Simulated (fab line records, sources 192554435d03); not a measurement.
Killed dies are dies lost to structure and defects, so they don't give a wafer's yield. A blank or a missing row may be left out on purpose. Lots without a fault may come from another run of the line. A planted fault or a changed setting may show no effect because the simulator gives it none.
Chamber matching | flow n5_finfet | N5_BEOL_M1_ETCH_70 on rie_diel-05: 4 sister chambers
The step etches SOC in N2/H2, target depth 80 nm, overetch 16 nm, time 120 s. 4 wafers are shown with their chamber, then 8 later ones without.

WAFERS WITH THEIR CHAMBER
wafer  | chamber | showerhead_plenum_p_Torr (Torr)
L076.4 | 2       | 2.39
L087.1 | 3       | 2.58
L087.2 | 1       | 2.68
L089.2 | 0       | 2.50

WAFERS WITHOUT THEIR CHAMBER
wafer  | showerhead_plenum_p_Torr (Torr)
L089.3 | 2.58
L089.5 | 2.68
L093.1 | 2.68
L093.2 | 2.70
L093.6 | 2.68
L096.1 | 2.58
L096.2 | 2.68
L096.4 | 2.70

WHICH CHAMBER EACH WENT THROUGH
wafer  | from the rows above | in truth
L089.3 | 3                   | 3
L089.5 | 1                   | 1
L093.1 | 1                   | 1
L093.2 | 1                   | 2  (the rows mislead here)
L093.6 | 1                   | 1
L096.1 | 3                   | 3
L096.2 | 1                   | 1
L096.4 | 1                   | 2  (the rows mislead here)
Placed correctly: 6 of 8. Can't be placed from these rows: 0. Placed wrongly: 2.
How it was worked out, from the rows above alone: a wafer's distance from a chamber is the root of the sum, over the readings, of the square of ((its reading less the chamber's mean) divided by the reading's scatter). The wafer belongs to the nearest chamber; if the next one is less than 2 further off, it can't be placed. A chamber's mean is the mean of its shown wafers. The scatter: with one shown wafer a chamber, the root of the mean of the squares of how far each hidden wafer lies from its nearest shown one.
